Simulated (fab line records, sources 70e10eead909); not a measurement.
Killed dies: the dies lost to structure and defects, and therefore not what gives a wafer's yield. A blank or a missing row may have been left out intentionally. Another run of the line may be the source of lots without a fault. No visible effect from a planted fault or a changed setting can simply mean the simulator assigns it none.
Which of the tools did it? || flow nandHarc || 12 lots with 36 wafers sampled at 6 steps, on a route of 1159 steps

== WHAT THE GAUGES SHOWED, per wafer ==
NHARC_P_M1_INSPECT_11. Usual: rawDefectCount 4.3, standard deviation 2.9.
{"lot": "L455", "measured": "day 6 12:25", "on": "defectInspect-02", "rawDefectCount": "3 6 5", "flag": ""}
{"lot": "L456", "measured": "day 6 18:56", "on": "defectInspect-02", "rawDefectCount": "3 9 7", "flag": ""}
{"lot": "L457", "measured": "day 7 09:38", "on": "defectInspect-02", "rawDefectCount": "4 6 2", "flag": ""}
{"lot": "L463", "measured": "day 8 10:01", "on": "defectInspect-01", "rawDefectCount": "7 3 6", "flag": ""}
{"lot": "L462", "measured": "day 8 10:20", "on": "defectInspect-02", "rawDefectCount": "7 4 4", "flag": ""}
{"lot": "L464", "measured": "day 10 08:53", "on": "defectInspect-01", "rawDefectCount": "493 526 489", "flag": "OFF"}
{"lot": "L471", "measured": "day 10 14:02", "on": "defectInspect-02", "rawDefectCount": "1 2 2", "flag": ""}
{"lot": "L469", "measured": "day 10 20:42", "on": "defectInspect-01", "rawDefectCount": "465 486 452", "flag": "OFF"}
{"lot": "L472", "measured": "day 10 21:26", "on": "defectInspect-02", "rawDefectCount": "1 4 4", "flag": ""}
{"lot": "L474", "measured": "day 11 01:46", "on": "defectInspect-02", "rawDefectCount": "2 4 1", "flag": ""}
{"lot": "L476", "measured": "day 11 05:02", "on": "defectInspect-02", "rawDefectCount": "3 3 1", "flag": ""}
{"lot": "L477", "measured": "day 11 19:07", "on": "defectInspect-01", "rawDefectCount": "5 3 6", "flag": ""}

NHARC_END_SORT_01. Usual: defectLimitedYield 95.4 %, standard deviation 1.8; killedAtArray 27, standard deviation 12; killedAtOther 0.5, standard deviation 0.9; killedAtPeriphery 3.7, standard deviation 2.7; killedDies 31, standard deviation 12; killedOpen 3.3, standard deviation 2; killedShort 2.0, standard deviation 1.4; sort_bin_2_pct 1.4 %, standard deviation 0.74; sort_bin_3_pct 0.25 %, standard deviation 0.2; sort_bin_4_pct 2.9 %, standard deviation 1.1; sortNPass 646, standard deviation 12; sortRimYieldPct 96.4 %, standard deviation 2.8; sortYieldPct 95.4 %, standard deviation 1.8.
{"lot": "L457", "measured": "day 21 08:04", "on": "prober-02", "defectLimitedYield (%)": "98.2 97.8 98.2", "killedAtArray": "10 11 10", "killedAtOther": "0 0 0", "killedAtPeriphery": "2 4 2", "killedDies": "12 15 12", "killedOpen": "0 4 3", "killedShort": "0 1 1", "sort_bin_2_pct (%)": "0.1 0.4 0.1", "sort_bin_3_pct (%)": "0.44 0 0", "sort_bin_4_pct (%)": "1.2 1.8 1.6", "sortNPass": "665 662 665", "sortRimYieldPct (%)": "100.0 98.1 99.1", "sortYieldPct (%)": "98.2 97.8 98.2", "flag": ""}
{"lot": "L464", "measured": "day 24 01:34", "on": "prober-01", "defectLimitedYield (%)": "81.7 81.4 81.8", "killedAtArray": "39 39 49", "killedAtOther": "0 1 0", "killedAtPeriphery": "85 86 74", "killedDies": "124 126 123", "killedOpen": "6 3 5", "killedShort": "2 4 2", "sort_bin_2_pct (%)": "7.8 8.4 7.5", "sort_bin_3_pct (%)": "3.40 3.84 3.25", "sort_bin_4_pct (%)": "7.1 6.4 7.4", "sortNPass": "553 551 554", "sortRimYieldPct (%)": "99.1 88.7 81.1", "sortYieldPct (%)": "81.7 81.4 81.8", "flag": "OFF"}
{"lot": "L469", "measured": "day 25 03:20", "on": "prober-01", "defectLimitedYield (%)": "81.1 82.3 79.8", "killedAtArray": "49 35 50", "killedAtOther": "0 0 0", "killedAtPeriphery": "79 85 87", "killedDies": "128 120 137", "killedOpen": "3 1 6", "killedShort": "1 2 4", "sort_bin_2_pct (%)": "9.7 6.9 9.0", "sort_bin_3_pct (%)": "2.51 3.40 2.66", "sort_bin_4_pct (%)": "6.6 7.4 8.6", "sortNPass": "549 557 540", "sortRimYieldPct (%)": "91.5 88.7 97.2", "sortYieldPct (%)": "81.1 82.3 79.8", "flag": "OFF"}
{"lot": "L472", "measured": "day 25 03:19", "on": "prober-02", "defectLimitedYield (%)": "94.8 93.4 96.5", "killedAtArray": "31 35 21", "killedAtOther": "0 0 0", "killedAtPeriphery": "4 10 3", "killedDies": "35 45 24", "killedOpen": "4 1 1", "killedShort": "2 4 0", "sort_bin_2_pct (%)": "1.5 1.8 1.3", "sort_bin_3_pct (%)": "0.30 0.30 0.15", "sort_bin_4_pct (%)": "3.4 4.6 2.1", "sortNPass": "642 632 653", "sortRimYieldPct (%)": "93.4 95.3 91.5", "sortYieldPct (%)": "94.8 93.4 96.5", "flag": ""}

== WHAT TOOL EACH LOT RAN ON (gives the tool, then ch and the chambers of the sampled wafers, and finally the start) ==
{"lot": "L455", "NHARC_P_M0_DEGAS_28": "pvdSputter-02, day 6 09:20", "NHARC_P_M0_CMP_23": "cmp-04 ch 2,3, day 6 10:25", "NHARC_P_M0_DEP_32": "pecvd-02 ch 0,1,2, day 6 11:02", "NHARC_P_M1_PRE_CLEAN_30": "pvdSputter-02, no start"}
{"lot": "L456", "NHARC_P_M0_DEGAS_28": "pvdSputter-03, day 6 15:50", "NHARC_P_M0_CMP_23": "cmp-04 ch 1,2,3, day 6 16:56", "NHARC_P_M0_DEP_32": "pecvd-02 ch 1,2, day 6 17:33", "NHARC_P_M1_PRE_CLEAN_30": "pvdSputter-03, no start"}
{"lot": "L457", "NHARC_P_M0_DEGAS_28": "pvdSputter-02, day 7 06:41", "NHARC_P_M0_CMP_23": "cmp-04 ch 0,1,3, day 7 07:50", "NHARC_P_M0_DEP_32": "pecvd-04 ch 0,1,2, day 7 08:23", "NHARC_P_M1_PRE_CLEAN_30": "pvdSputter-02, day 21 08:04 or earlier"}
{"lot": "L463", "NHARC_P_M0_DEGAS_28": "pvdSputter-02, day 8 06:56", "NHARC_P_M0_CMP_23": "cmp-01 ch 0,2,3, day 8 08:01", "NHARC_P_M0_DEP_32": "pecvd-03 ch 0,1,2, day 8 08:40", "NHARC_P_M1_PRE_CLEAN_30": "pvdSputter-03, no start"}
{"lot": "L462", "NHARC_P_M0_DEGAS_28": "pvdSputter-01, day 8 07:14", "NHARC_P_M0_CMP_23": "cmp-04 ch 0,2, day 8 08:23", "NHARC_P_M0_DEP_32": "pecvd-04 ch 0,2, day 8 08:58", "NHARC_P_M1_PRE_CLEAN_30": "pvdSputter-01, no start"}
{"lot": "L464", "NHARC_P_M0_DEGAS_28": "pvdSputter-03, day 10 05:41", "NHARC_P_M0_CMP_23": "cmp-04 ch 1,2,3, day 10 06:49", "NHARC_P_M0_DEP_32": "pecvd-02 ch 0,1,2, day 10 07:28", "NHARC_P_M1_PRE_CLEAN_30": "pvdSputter-03, day 24 01:34 or earlier"}
{"lot": "L471", "NHARC_P_M0_DEGAS_28": "pvdSputter-02, day 10 10:46", "NHARC_P_M0_CMP_23": "cmp-01 ch 0,2,3, day 10 11:52", "NHARC_P_M0_DEP_32": "pecvd-04 ch 0,1, day 10 12:32", "NHARC_P_M1_PRE_CLEAN_30": "pvdSputter-03, no start"}
{"lot": "L469", "NHARC_P_M0_DEGAS_28": "pvdSputter-03, day 10 17:37", "NHARC_P_M0_CMP_23": "cmp-01 ch 1,2,3, day 10 18:43", "NHARC_P_M0_DEP_32": "pecvd-02 ch 1,2, day 10 19:20", "NHARC_P_M1_PRE_CLEAN_30": "pvdSputter-01, day 25 03:20 or earlier"}
{"lot": "L472", "NHARC_P_M0_DEGAS_28": "pvdSputter-02, day 10 18:17", "NHARC_P_M0_CMP_23": "cmp-02 ch 0,1,3, day 10 19:25", "NHARC_P_M0_DEP_32": "pecvd-04 ch 0,2, day 10 20:08", "NHARC_P_M1_PRE_CLEAN_30": "pvdSputter-01, day 25 03:19 or earlier"}
{"lot": "L474", "NHARC_P_M0_DEGAS_28": "pvdSputter-02, day 10 22:39", "NHARC_P_M0_CMP_23": "cmp-02 ch 0,2,3, day 10 23:46", "NHARC_P_M0_DEP_32": "pecvd-03 ch 0,1,2, day 11 00:21", "NHARC_P_M1_PRE_CLEAN_30": "pvdSputter-03, no start"}
{"lot": "L476", "NHARC_P_M0_DEGAS_28": "pvdSputter-03, day 11 01:51", "NHARC_P_M0_CMP_23": "cmp-01 ch 0,1,2, day 11 02:56", "NHARC_P_M0_DEP_32": "pecvd-03 ch 0,1,2, day 11 03:34", "NHARC_P_M1_PRE_CLEAN_30": "pvdSputter-01, no start"}
{"lot": "L477", "NHARC_P_M0_DEGAS_28": "pvdSputter-02, day 11 15:59", "NHARC_P_M0_CMP_23": "cmp-04 ch 0,1,3, day 11 17:10", "NHARC_P_M0_DEP_32": "pecvd-03 ch 0,1, day 11 17:43", "NHARC_P_M1_PRE_CLEAN_30": "pvdSputter-02, no start"}
- NHARC_P_M0_DEGAS_28: time 60 s.
- NHARC_P_M0_CMP_23: polishes, t overpolish 20 s, target thk 117.53 nm.
- NHARC_P_M0_DEP_32: deposits SiCN, target thk 30 nm.
- NHARC_P_M1_PRE_CLEAN_30: time 30 s.

== AS READ BY THE TOOLS THEMSELVES (means over the sampled wafers that have a number; for cases with no such wafer, the mark the record gives instead) ==
NHARC_P_M0_DEGAS_28. Usual: heaterPowerW 335 W, standard deviation 28.
{"lot": "L455", "tool": "pvdSputter-02", "heaterPowerW (W)": 333, "flag": ""}
{"lot": "L456", "tool": "pvdSputter-03", "heaterPowerW (W)": 370, "flag": ""}
{"lot": "L457", "tool": "pvdSputter-02", "heaterPowerW (W)": 315, "flag": ""}
{"lot": "L463", "tool": "pvdSputter-02", "heaterPowerW (W)": 314, "flag": ""}
{"lot": "L462", "tool": "pvdSputter-01", "heaterPowerW (W)": 310, "flag": ""}
{"lot": "L464", "tool": "pvdSputter-03", "heaterPowerW (W)": 358, "flag": ""}
{"lot": "L471", "tool": "pvdSputter-02", "heaterPowerW (W)": 329, "flag": ""}
{"lot": "L469", "tool": "pvdSputter-03", "heaterPowerW (W)": 362, "flag": ""}
{"lot": "L472", "tool": "pvdSputter-02", "heaterPowerW (W)": 317, "flag": ""}
{"lot": "L474", "tool": "pvdSputter-02", "heaterPowerW (W)": 315, "flag": ""}
{"lot": "L476", "tool": "pvdSputter-03", "heaterPowerW (W)": 363, "flag": ""}
{"lot": "L477", "tool": "pvdSputter-02", "heaterPowerW (W)": 332, "flag": ""}

NHARC_P_M0_CMP_23. Usual: motorCurrentA 12.4 A, standard deviation 1.2; slurryFlowMlMin 150.1, standard deviation 0.44; timeToEndpointS 30 s, standard deviation 3.1.
{"lot": "L455", "tool": "cmp-04", "motorCurrentA (A)": 13.4, "slurryFlowMlMin": 150.3, "timeToEndpointS (s)": 29, "flag": ""}
{"lot": "L456", "tool": "cmp-04", "motorCurrentA (A)": 12.4, "slurryFlowMlMin": 150.1, "timeToEndpointS (s)": 30, "flag": ""}
{"lot": "L457", "tool": "cmp-04", "motorCurrentA (A)": 12.5, "slurryFlowMlMin": 150.2, "timeToEndpointS (s)": 31, "flag": ""}
{"lot": "L463", "tool": "cmp-01", "motorCurrentA (A)": 12.8, "slurryFlowMlMin": 150.1, "timeToEndpointS (s)": 31, "flag": ""}
{"lot": "L462", "tool": "cmp-04", "motorCurrentA (A)": 12.2, "slurryFlowMlMin": 149.8, "timeToEndpointS (s)": 34, "flag": ""}
{"lot": "L464", "tool": "cmp-04", "motorCurrentA (A)": 12.6, "slurryFlowMlMin": 149.9, "timeToEndpointS (s)": 32, "flag": ""}
{"lot": "L471", "tool": "cmp-01", "motorCurrentA (A)": 12.6, "slurryFlowMlMin": 150.2, "timeToEndpointS (s)": 33, "flag": ""}
{"lot": "L469", "tool": "cmp-01", "motorCurrentA (A)": 12.3, "slurryFlowMlMin": 150.4, "timeToEndpointS (s)": 31, "flag": ""}
{"lot": "L472", "tool": "cmp-02", "motorCurrentA (A)": 12.4, "slurryFlowMlMin": 150.5, "timeToEndpointS (s)": 26, "flag": ""}
{"lot": "L474", "tool": "cmp-02", "motorCurrentA (A)": 12.1, "slurryFlowMlMin": 150.1, "timeToEndpointS (s)": 27, "flag": ""}
{"lot": "L476", "tool": "cmp-01", "motorCurrentA (A)": 13.0, "slurryFlowMlMin": 150.0, "timeToEndpointS (s)": 30, "flag": ""}
{"lot": "L477", "tool": "cmp-04", "motorCurrentA (A)": 12.2, "slurryFlowMlMin": 149.8, "timeToEndpointS (s)": 27, "flag": ""}

NHARC_P_M0_DEP_32. Usual: heaterPowerW 557 W, standard deviation 91; rfFwdPowerW 448.8 W, standard deviation 1.5.
{"lot": "L455", "tool": "pecvd-02", "heaterPowerW (W)": 538, "rfFwdPowerW (W)": 447.4, "flag": ""}
{"lot": "L456", "tool": "pecvd-02", "heaterPowerW (W)": 561, "rfFwdPowerW (W)": 449.6, "flag": ""}
{"lot": "L457", "tool": "pecvd-04", "heaterPowerW (W)": 555, "rfFwdPowerW (W)": 449.2, "flag": ""}
{"lot": "L463", "tool": "pecvd-03", "heaterPowerW (W)": 648, "rfFwdPowerW (W)": 448.1, "flag": ""}
{"lot": "L462", "tool": "pecvd-04", "heaterPowerW (W)": 544, "rfFwdPowerW (W)": 449.7, "flag": ""}
{"lot": "L464", "tool": "pecvd-02", "heaterPowerW (W)": 559, "rfFwdPowerW (W)": 449.1, "flag": ""}
{"lot": "L471", "tool": "pecvd-04", "heaterPowerW (W)": 500, "rfFwdPowerW (W)": 448.9, "flag": ""}
{"lot": "L469", "tool": "pecvd-02", "heaterPowerW (W)": 484, "rfFwdPowerW (W)": 449.3, "flag": ""}
{"lot": "L472", "tool": "pecvd-04", "heaterPowerW (W)": 556, "rfFwdPowerW (W)": 450.7, "flag": ""}
{"lot": "L474", "tool": "pecvd-03", "heaterPowerW (W)": 639, "rfFwdPowerW (W)": 449.0, "flag": ""}
{"lot": "L476", "tool": "pecvd-03", "heaterPowerW (W)": 634, "rfFwdPowerW (W)": 448.8, "flag": ""}
{"lot": "L477", "tool": "pecvd-03", "heaterPowerW (W)": 623, "rfFwdPowerW (W)": 448.5, "flag": ""}

NHARC_P_M1_PRE_CLEAN_30. Usual: heaterPowerW 406 W, standard deviation 39.
{"lot": "L455", "tool": "pvdSputter-02", "heaterPowerW (W)": 409, "flag": ""}
{"lot": "L456", "tool": "pvdSputter-03", "heaterPowerW (W)": 443, "flag": ""}
{"lot": "L457", "tool": "pvdSputter-02", "heaterPowerW (W)": 431, "flag": ""}
{"lot": "L463", "tool": "pvdSputter-03", "heaterPowerW (W)": 428, "flag": ""}
{"lot": "L462", "tool": "pvdSputter-01", "heaterPowerW (W)": 382, "flag": ""}
{"lot": "L464", "tool": "pvdSputter-03", "heaterPowerW (W)": 455, "flag": ""}
{"lot": "L471", "tool": "pvdSputter-03", "heaterPowerW (W)": 444, "flag": ""}
{"lot": "L469", "tool": "pvdSputter-01", "heaterPowerW (W)": 372, "flag": ""}
{"lot": "L472", "tool": "pvdSputter-01", "heaterPowerW (W)": 387, "flag": ""}
{"lot": "L474", "tool": "pvdSputter-03", "heaterPowerW (W)": 445, "flag": ""}
{"lot": "L476", "tool": "pvdSputter-01", "heaterPowerW (W)": 399, "flag": ""}
{"lot": "L477", "tool": "pvdSputter-02", "heaterPowerW (W)": 402, "flag": ""}

== THE ANSWER, worked out from the rows above alone ==
Rule: lot off if the mean of its wafers having a number is beyond 3 standard deviations from the usual mean. Also off: a lot with no number at a reading for which 4 or more lots have one. Where the step has rows for the other lots, those lots are counted as sound. After the gauges, taken in route order, come the tools' own readings; for these a lot's mean is taken, as printed above. At the first step where some lot is off, the reading lying furthest off is the one used; lots without a number count as furthest.
Off: L464, L469, at NHARC_P_M1_INSPECT_11 (rawDefectCount).
A tool fits if, at a process step before that reading, it ran every lot that is off, and no sound lot after the first of them. The gauges at NHARC_P_M1_INSPECT_11 aren't tried: what is off there is off at NHARC_END_SORT_01 too, on other tools, and a gauge's error can't cause that. One fits: NHARC_P_M0_DEP_32 on pecvd-02. A fault onset in the window from L456 (day 6 17:33, its last sound lot) to L464 (day 10 07:28, its first lot off) fits.

== WHAT THE SIMULATOR PUT IN ==
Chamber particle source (pecvd-02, NHARC_P_M0_DEP_32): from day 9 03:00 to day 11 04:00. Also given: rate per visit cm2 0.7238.
Lots struck among those shown: L464, L469. Same finding as the rule above.
